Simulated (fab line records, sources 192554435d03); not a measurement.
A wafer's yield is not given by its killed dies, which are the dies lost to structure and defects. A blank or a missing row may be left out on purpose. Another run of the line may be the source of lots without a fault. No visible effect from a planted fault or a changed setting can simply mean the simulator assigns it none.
Struck lot and sound lot, side by side + flow n5 finfet + 17 out of 1938 route steps
Sound: the wafers L991.3, L991.5, L991.6. Struck: wafer L993.3 (left out: L993.6, a lot-mate that was not struck); the cause follows at the end.
Order at every step that has rows: each side's tool, ch and its chambers, its first start. Under that, the readings that differ: sound wafers + struck wafers + difference of the means + sigmas: that difference in standard deviations of wafers without a fault.
alike: readings whose means differ by less than 2 such deviations, and words and numbers that are the same on both sides. not compared: withheld readings, readings that some wafer has no value for, bounds like >300 that may hide the same value, and numbers for which the record gives no deviation and whose values overlap.
The two part at a step that has a row with sigmas, a row that says differs or no value, or rows on one side only. When numbers do not overlap yet have no deviation, they are printed without sigmas and do not part them. Lack of a reading on every wafer of one side parts them only where that side has two or more wafers.

first, 7 steps without rows for these wafers: N5_BEOL_M6_COAT_60 (time 60 s, resist thk 35 nm); N5_BEOL_M6_COAT_05 (resist thk 90 nm); N5_BEOL_M6_EBR_07; N5_BEOL_M6_SOFTBAKE_06 (time 60 s); N5_BEOL_M6_EXPOSE_08 (exposes mask M6); N5_BEOL_M6_PEB_09 (peb time 60 s); N5_BEOL_M6_DEVELOP_10 (develop time 30 s).
N5_BEOL_M6_CD_MEAS_11: target cd 38.5 nm.
  sound on cd sem-02 ch 0, day 12 05:58; struck on cd sem-03 ch 0, day 12 15:02
  alike: cd nm
N5_BEOL_M6_OVL_MEAS_12:
  sound on overlay-01 ch 0, day 12 05:59; struck on overlay-02 ch 0, day 12 15:04
| reading     | sound       | struck | difference | sigmas |
|-------------|-------------|--------|------------|--------|
| M6_OVL (nm) | 0.4 1.2 1.1 | -1.0   | -1.9       | -2     |
N5_BEOL_M6_INSPECT_13: inspects for defects (brightfield).
  sound: defect inspect-02 at day 12 06:01; struck: defect inspect-01 at day 12 15:05
| reading          | sound       | struck | difference | sigmas |
|------------------|-------------|--------|------------|--------|
| raw defect count | 327 399 356 | 627    | +266       | +3     |
N5_BEOL_M6_DESCUM_16: chemistry O2, time 7.9 s.
  sound on rie diel-04 ch 1,2,3, day 12 06:15; struck on rie diel-01 ch 0, day 12 15:07
  alike: drypump motor current A, oes product au, rf vpp V, showerhead plenum p Torr, throttle valve pct
  not compared: rf hours counter h
N5_BEOL_M6_ETCH_61: etches SiARC in CF4, target depth 45.5 nm, time 75.8 s.
  sound on rie diel-04 ch 1,2,3, day 12 06:17; struck on rie diel-01 ch 0, day 12 15:09
  alike: drypump motor current A, etch rf on time s, oes product au, rf vpp V, showerhead plenum p Torr, throttle valve pct
  not compared: rf hours counter h
N5_BEOL_M6_ETCH_62: etches SOC in N2/H2, target depth 110 nm, overetch 22 nm, time 165 s.
  sound on rie diel-04 ch 1,2,3, day 12 06:20; struck on rie diel-01 ch 0, day 12 15:13
| reading                                    | sound          | struck | difference | sigmas |
|--------------------------------------------|----------------|--------|------------|--------|
| showerhead plenum p Torr (Torr)            | 2.72 2.57 2.61 | 2.45   | -0.18      | -2     |
| model.SiARC_of_BEOL_M6_COAT_60.thk nm (nm) | 28.6 28.4 28.4 | 24.6   | -3.9       |        |
  alike: drypump motor current A, oes product au, rf vpp V, throttle valve pct
  not compared: rf hours counter h, model.BEOL_M6.cd offset nm
then, 1 step without rows for these wafers: N5_BEOL_M6_STRIP_68 (strips in N2/H2).
N5_BEOL_M6_STRIP_67: strips in CF4.
  sound on rie diel-04 ch 1,2,3, day 12 06:29; struck on rie diel-01 ch 0, day 12 15:21
  alike: drypump motor current A, oes product au, rf vpp V, showerhead plenum p Torr, throttle valve pct
  not compared: rf hours counter h
N5_BEOL_M6_HM_OPEN_17: chemistry Cl2/BCl3, target TiN, target depth 20 nm, overetch 6 nm.
  sound on rie metal-01 ch 0,1, day 12 06:34; struck on rie metal-01 ch 1, day 12 15:25
  alike: drypump motor current A, oes product au, throttle valve pct
  not compared: rf hours counter h, model.BEOL_M6.cd offset nm
N5_BEOL_M6_STRIP_19: strips in O2.
  sound on rie diel-05 ch 0,1,2, day 12 06:46; struck on rie diel-04 ch 3, day 12 15:32
| reading                | sound             | struck | difference | sigmas |
|------------------------|-------------------|--------|------------|--------|
| throttle valve pct (%) | 16.75 16.51 17.17 | 16.20  | -0.61      | -2     |
  alike: drypump motor current A, oes product au, rf vpp V, showerhead plenum p Torr
  not compared: rf hours counter h

## WHERE THEY PART
First at N5_BEOL_M6_OVL_MEAS_12; last, within this record, at N5_BEOL_M6_STRIP_19.

WHY: whatever the simulator had introduced
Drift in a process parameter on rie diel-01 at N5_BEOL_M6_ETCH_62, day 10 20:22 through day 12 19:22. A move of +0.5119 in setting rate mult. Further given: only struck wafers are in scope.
